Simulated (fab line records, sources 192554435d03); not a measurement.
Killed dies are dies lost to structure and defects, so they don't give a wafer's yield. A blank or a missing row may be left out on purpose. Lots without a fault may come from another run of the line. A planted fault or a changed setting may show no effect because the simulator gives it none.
Which tool did it? | flow n5_finfet | 10 lots, 30 wafers sampled, at 5 steps of a route of 1938

WHAT THE GAUGES READ, wafer by wafer
N5_ILD0_THK_MEAS_13. Usual: thk_nm 17.6 nm, standard deviation 1.1.
lot  | measured    | on            | thk_nm (nm)    | flag
L601 | day 5 17:10 | film_metro-02 | 17.9 18.9 18.6 |
L602 | day 5 15:49 | film_metro-01 | 16.6 16.1 16.1 |
L603 | day 5 22:39 | film_metro-02 | 18.6 20.4 18.5 |
L604 | day 6 05:11 | film_metro-02 | 19.6 19.6 18.4 |
L605 | day 6 16:00 | film_metro-01 | 17.3 18.3 18.7 |
L607 | day 7 06:22 | film_metro-01 | 19.7 18.9 18.6 |
L608 | day 7 08:27 | film_metro-01 | 18.5 17.1 16.7 |
L614 | day 8 20:17 | film_metro-02 | 18.1 18.9 17.1 |
L615 | day 9 01:58 | film_metro-02 | 17.4 18.4 17.7 |
L616 | day 9 06:32 | film_metro-02 | 17.1 18.4 17.9 |

N5_BEOL_M4_RC_MEAS_101. Usual: DIBL_N 36.3 mV/V, standard deviation 1.9; DIBL_P 36.0 mV/V, standard deviation 2.1; IOFF_N 0.16 nA/um, standard deviation 0.031; IOFF_P 0.21 nA/um, standard deviation 0.035; ION_N 675 uA/um, standard deviation 14; ION_P 464 uA/um, standard deviation 8.5; SS_N 71.5 mV/dec, standard deviation 0.6; SS_P 73.3 mV/dec, standard deviation 0.72; VT_N 250 mV, standard deviation 3.2; VT_P -250 mV, standard deviation 3.1.
lot  | measured     | on        | DIBL_N (mV/V)  | DIBL_P (mV/V)  | IOFF_N (nA/um) | IOFF_P (nA/um) | ION_N (uA/um) | ION_P (uA/um) | SS_N (mV/dec)  | SS_P (mV/dec)  | VT_N (mV)   | VT_P (mV)      | flag
L601 | day 9 15:16  | prober-02 | 39.5 39.9 36.4 | 38.3 38.0 35.1 | 0.19 0.22 0.16 | 0.27 0.27 0.22 | 675 672 677   | 465 460 470   | 72.0 72.6 70.3 | 73.3 73.2 72.6 | 249 247 251 | -247 -244 -247 |
L602 | day 9 10:14  | prober-01 | 33.6 36.4 35.0 | 31.7 35.0 34.1 | 0.10 0.14 0.12 | 0.16 0.21 0.20 | 667 675 663   | 464 462 462   | 70.8 72.4 70.9 | 71.8 72.9 72.1 | 257 252 255 | -254 -248 -249 |
L603 | day 9 16:55  | prober-01 | 37.2 33.7 30.6 | 39.2 35.7 31.6 | 0.19 0.13 0.09 | 0.23 0.18 0.13 | 662 667 638   | 451 454 441   | 72.9 70.8 70.6 | 73.5 72.9 72.3 | 250 252 256 | -249 -255 -255 |
L604 | day 9 22:16  | prober-01 | 35.1 34.2 34.3 | 35.4 34.7 32.9 | 0.14 0.13 0.11 | 0.20 0.19 0.15 | 681 668 656   | 474 459 449   | 71.3 71.3 71.3 | 72.9 73.1 72.6 | 250 254 259 | -250 -251 -254 |
L605 | day 13 07:37 | prober-01 | 38.0 39.8 36.5 | 36.9 38.6 34.7 | 0.18 0.22 0.15 | 0.25 0.28 0.21 | 688 686 667   | 464 470 458   | 71.5 72.1 71.7 | 73.6 74.4 72.7 | 248 247 251 | -250 -246 -250 |
L607 | day 14 08:04 | prober-02 | 37.1 37.9 36.8 | 36.4 38.7 35.7 | 0.16 0.19 0.15 | 0.20 0.26 0.21 | 672 674 676   | 461 468 469   | 72.1 71.9 71.6 | 73.9 74.0 73.9 | 255 250 251 | -252 -248 -250 |
L608 | day 12 21:15 | prober-01 | 37.7 36.4 37.2 | 35.8 34.5 34.4 | 0.17 0.15 0.16 | 0.22 0.19 0.19 | 691 675 676   | 473 462 460   | 72.6 72.1 72.3 | 73.5 72.9 72.9 | 248 250 251 | -246 -251 -251 |
L614 | day 13 01:41 | prober-01 | 35.2 35.7 37.2 | 36.5 36.8 39.7 | 0.14 0.16 0.19 | 0.17 0.18 0.22 | 678 681 698   | 458 457 471   | 70.4 71.7 72.5 | 72.9 73.2 73.5 | 248 248 246 | -257 -254 -250 |
L615 | day 13 00:07 | prober-02 | 38.4 35.6 38.0 | 36.3 34.7 37.4 | 0.17 0.12 0.16 | 0.21 0.19 0.22 | 663 668 676   | 453 464 460   | 72.6 71.1 72.0 | 73.2 73.2 74.0 | 250 252 248 | -250 -251 -246 |
L616 | day 14 12:35 | prober-02 | 35.8 34.3 36.3 | 36.4 34.6 36.0 | 0.15 0.13 0.15 | 0.23 0.19 0.21 | 676 673 676   | 469 465 465   | 72.4 71.7 72.0 | 73.1 72.1 72.5 | 251 253 251 | -249 -250 -249 |

WHICH TOOL RAN EACH LOT (tool, then ch and the chambers of the sampled wafers, then the start)
lot  | N5_SD_ACTIVATION_RTA_00         | N5_ILD0_ALD_15                   | N5_SDB_COAT_05
L601 | rtp_anneal-02 ch 0, day 5 08:36 | ald_sin-01 ch 2,3, day 5 14:40   | litho_track-04 ch 0, day 5 17:19
L602 | rtp_anneal-01 ch 0, day 5 08:53 | ald_sin-04 ch 0,1,2, day 5 13:20 | litho_track-02 ch 0, day 5 15:58
L603 | rtp_anneal-01 ch 0, day 5 15:20 | ald_sin-04 ch 0,1,3, day 5 20:10 | litho_track-03 ch 0, day 5 22:48
L604 | rtp_anneal-01 ch 0, day 5 22:11 | ald_sin-01 ch 0,1,3, day 6 02:41 | litho_track-03 ch 0, day 6 05:20
L605 | rtp_anneal-02 ch 0, day 6 07:46 | ald_sin-04 ch 0,3, day 6 13:31   | litho_track-04 ch 0, day 6 16:09
L607 | rtp_anneal-01 ch 0, day 6 23:23 | ald_sin-03 ch 0,1,2, day 7 03:52 | litho_track-02 ch 0, day 7 06:31
L608 | rtp_anneal-02 ch 0, day 7 01:02 | ald_sin-04 ch 0,1,3, day 7 05:57 | litho_track-02 ch 0, day 7 08:36
L614 | rtp_anneal-01 ch 0, day 8 12:53 | ald_sin-03 ch 0,1,3, day 8 17:47 | litho_track-03 ch 0, day 8 20:26
L615 | rtp_anneal-01 ch 0, day 8 19:00 | ald_sin-03 ch 1,2,3, day 8 23:28 | litho_track-02 ch 0, day 9 02:07
L616 | rtp_anneal-01 ch 0, day 8 23:33 | ald_sin-04 ch 1,2, day 9 04:02   | litho_track-02 ch 0, day 9 06:41
- N5_SD_ACTIVATION_RTA_00: time 0 s.
- N5_ILD0_ALD_15: deposits SiNx, target thk 24 nm, pulse time 1 s, ald cycles 480.
- N5_SDB_COAT_05: resist thk 90 nm.

WHAT THE TOOLS THEMSELVES READ (means of the sampled wafers that have a number; where no wafer has one, the mark that the record gives instead)
N5_SD_ACTIVATION_RTA_00. Usual: lamp_power_pct 8.96 %, standard deviation 0.057; wafer_temp_C_max 975.1, standard deviation 1.9.
lot  | tool          | lamp_power_pct (%) | wafer_temp_C_max | flag
L601 | rtp_anneal-02 | 8.91               | 974.3            |
L602 | rtp_anneal-01 | 8.97               | 976.8            |
L603 | rtp_anneal-01 | 8.94               | 973.8            |
L604 | rtp_anneal-01 | 8.93               | 976.6            |
L605 | rtp_anneal-02 | 8.97               | 973.8            |
L607 | rtp_anneal-01 | 8.97               | 975.4            |
L608 | rtp_anneal-02 | 8.92               | 972.8            |
L614 | rtp_anneal-01 | 8.99               | 975.6            |
L615 | rtp_anneal-01 | 8.97               | 974.8            |
L616 | rtp_anneal-01 | 9.02               | 975.7            |

N5_ILD0_ALD_15. Usual: heater_power_w 839 W, standard deviation 79; precursor_pulse_height_rel 1.000, standard deviation 0.019.
lot  | tool       | heater_power_w (W) | precursor_pulse_height_rel | flag
L601 | ald_sin-01 | 870                | 0.989                      |
L602 | ald_sin-04 | 857                | 1.008                      |
L603 | ald_sin-04 | 820                | 0.986                      |
L604 | ald_sin-01 | 856                | 0.998                      |
L605 | ald_sin-04 | 875                | 1.010                      |
L607 | ald_sin-03 | 776                | 1.005                      |
L608 | ald_sin-04 | 833                | 1.015                      |
L614 | ald_sin-03 | 820                | 1.025                      |
L615 | ald_sin-03 | 735                | 0.992                      |
L616 | ald_sin-04 | 898                | 1.023                      |

N5_SDB_COAT_05. Usual: spin_speed_rpm 1500.0 rpm, standard deviation 0.98.
lot  | tool           | spin_speed_rpm (rpm) | flag
L601 | litho_track-04 | 1501.5               |
L602 | litho_track-02 | 1499.4               |
L603 | litho_track-03 | 1500.2               |
L604 | litho_track-03 | 1500.0               |
L605 | litho_track-04 | 1499.8               |
L607 | litho_track-02 | 1499.5               |
L608 | litho_track-02 | 1500.2               |
L614 | litho_track-03 | 1500.0               |
L615 | litho_track-02 | 1673.3               | OFF
L616 | litho_track-02 | 1674.4               | OFF

THE ANSWER, worked out from the rows above alone
Rule: a lot is off if the mean of its wafers that have a number lies more than 3 standard deviations from the usual mean. A lot without any number at a reading at which 4 lots or more have one is off too. The other lots that the step has rows for count as sound. The gauges are gone through in route order, then the tools' own readings, and for those a lot's mean is taken as printed above. The first step at which some lot is off is used, and at that step the reading that is off furthest; a lot without a number counts as furthest.
Off: L615, L616, at N5_SDB_COAT_05 (spin_speed_rpm).
A tool fits if, at that step or a process step before it, it ran every lot that is off, and no sound lot after the first of them. Can't be told from this: 2 tools fit, rtp_anneal-01 at N5_SD_ACTIVATION_RTA_00, litho_track-02 at N5_SDB_COAT_05.

WHAT THE SIMULATOR HAD PUT IN
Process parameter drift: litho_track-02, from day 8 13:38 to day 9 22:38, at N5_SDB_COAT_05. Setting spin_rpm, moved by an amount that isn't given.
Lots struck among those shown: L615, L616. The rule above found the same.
